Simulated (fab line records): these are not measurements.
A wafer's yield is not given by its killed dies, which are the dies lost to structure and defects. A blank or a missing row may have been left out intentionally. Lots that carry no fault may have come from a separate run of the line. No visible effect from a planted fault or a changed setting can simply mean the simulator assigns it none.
Matching of chambers | flow nand harc | NHARC_A_CONTACT_CMP_20 on cmp-04: 4 sister chambers
The step polishes, t overpolish 30 s, target thk 300 nm. 8 wafers are shown with their chamber, then 12 later ones without.

EACH WAFER AND ITS CHAMBER
wafer  | chamber | motor current A (A) | time to endpoint s (s)
L081.4 | 3       | 12.4                | 56
L085.1 | 2       | 10.9                | 63
L085.6 | 2       | 10.3                | 60
L088.1 | 0       | 12.3                | 58
L088.3 | 3       | 12.8                | 55
L089.3 | 1       | 11.9                | 58
L089.5 | 1       | 11.3                | 56
L089.6 | 0       | 12.7                | 55

WAFERS WITH NO CHAMBER GIVEN
wafer  | motor current A (A) | time to endpoint s (s)
L091.1 | 10.6                | 59
L091.3 | 12.5                | 55
L091.6 | 11.2                | 53
L090.1 | 12.3                | 57
L090.3 | 11.4                | 55
L090.5 | 10.7                | 60
L092.3 | 12.2                | 59
L092.4 | 13.0                | 56
L092.6 | 11.6                | 55
L096.2 | 12.3                | 59
L096.3 | 12.5                | 59
L096.5 | 12.1                | 59

EACH ONE'S CHAMBER
wafer  | from the rows above          | in truth
L091.1 | can't be placed: 2 or 1      | 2
L091.3 | can't be placed: 3 or 0      | 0
L091.6 | can't be placed: 1 or 3 or 0 | 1
L090.1 | can't be placed: 0 or 3 or 1 | 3
L090.3 | can't be placed: 1 or 0      | 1
L090.5 | 2                            | 2
L092.3 | can't be placed: 0 or 1 or 3 | 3
L092.4 | can't be placed: 3 or 0      | 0
L092.6 | can't be placed: 1 or 0 or 3 | 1
L096.2 | can't be placed: 0 or 3 or 1 | 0
L096.3 | can't be placed: 0 or 3 or 1 | 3
L096.5 | can't be placed: 1 or 0 or 3 | 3
Correct placement for 1 of the 12. From these rows, 11 cannot be placed; in 11 the true chamber is one of the candidates. Number placed wrongly: 0.
How it was worked out, from the rows above alone: a wafer's distance from a chamber is the root of the sum, over the readings, of the square of ((its reading less the chamber's mean) divided by the reading's scatter). The wafer belongs to the nearest chamber; if the next one is less than 2 further off, it can't be placed. Each chamber's mean is taken over the wafers shown for it. The scatter is the square root of a quotient: the sum, over the shown wafers, of each reading's squared deviation from its chamber's mean, divided by wafers minus chambers.
